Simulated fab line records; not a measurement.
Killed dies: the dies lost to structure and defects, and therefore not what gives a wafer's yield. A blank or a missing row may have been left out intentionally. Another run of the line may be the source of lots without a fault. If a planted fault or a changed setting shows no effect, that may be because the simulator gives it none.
Which tool is to blame? -- flow n5Finfet -- 18 wafers from 7 lots sampled at 3 of the route's 1938 steps

== WHAT THE GAUGES READ, wafer by wafer ==
N5_DUMMY_GATE_INSPECT_27: inspects for defects (brightfield).
lot,measured,on,rawDefectCount
L611,day 3 07:11,defectInspect-01,239 278 303
L613,day 3 18:10,defectInspect-01,235 359 277
L615,day 4 05:44,defectInspect-02,224 211
L617,day 4 21:06,defectInspect-01,246 244
L619,day 5 07:40,defectInspect-02,285 252 163
L624,day 6 11:10,defectInspect-02,326 293
L631,day 8 08:15,defectInspect-02,232 236 173

== EACH LOT AND THE TOOL THAT RAN IT (in order: tool; ch and the chambers of the sampled wafers; start) ==
lot,N5_DUMMY_GATE_TRIM_49,N5_DUMMY_GATE_ETCH_32
L611,"rieSi-01 ch 0,1, day 3 06:14","rieSi-03 ch 0,3, day 3 06:42"
L613,"rieSi-01 ch 1,2,3, day 3 17:07","rieSi-05 ch 0,2, day 3 17:41"
L615,"rieSi-01 ch 2,3, day 4 04:35","rieSi-05 ch 1,3, day 4 05:08"
L617,"rieSi-03 ch 0,1, day 4 20:02","rieSi-01 ch 2,3, day 4 20:29"
L619,"rieSi-03 ch 0,1,2, day 5 06:43","rieSi-05 ch 0,2,3, day 5 07:10"
L624,"rieSi-03 ch 1,3, day 6 10:13","rieSi-01 ch 1,2, day 6 10:40"
L631,"rieSi-03 ch 0,1,3, day 8 07:18","rieSi-05 ch 0,2,3, day 8 07:44"
- N5_DUMMY_GATE_TRIM_49: chemistry O2, time 29 s, target cd 14 nm.
- N5_DUMMY_GATE_ETCH_32: etches SiO2 in CF4, target depth 3.5 nm, time 3.9 s.

== THE ANSWER, worked out from the rows above alone ==
Rule: usual is defined by the lots themselves. The widest of any qualifying gaps counts: lots, ordered by their means at a reading, are off when they make up no more than a third of the lots, leave a main group of 4 or more, and stand apart from it by 3 or more times the standard deviation of that group's means. A main group is skipped when, at the precision printed for the reading in the tables above, its means are all equal. Also off: a lot with no number at a reading for which 4 or more lots have one. Any other lot the step has rows for is counted as sound.
Nothing can be told from this: no lot is off at any reading shown.

== WHAT THE SIMULATOR PUT IN ==
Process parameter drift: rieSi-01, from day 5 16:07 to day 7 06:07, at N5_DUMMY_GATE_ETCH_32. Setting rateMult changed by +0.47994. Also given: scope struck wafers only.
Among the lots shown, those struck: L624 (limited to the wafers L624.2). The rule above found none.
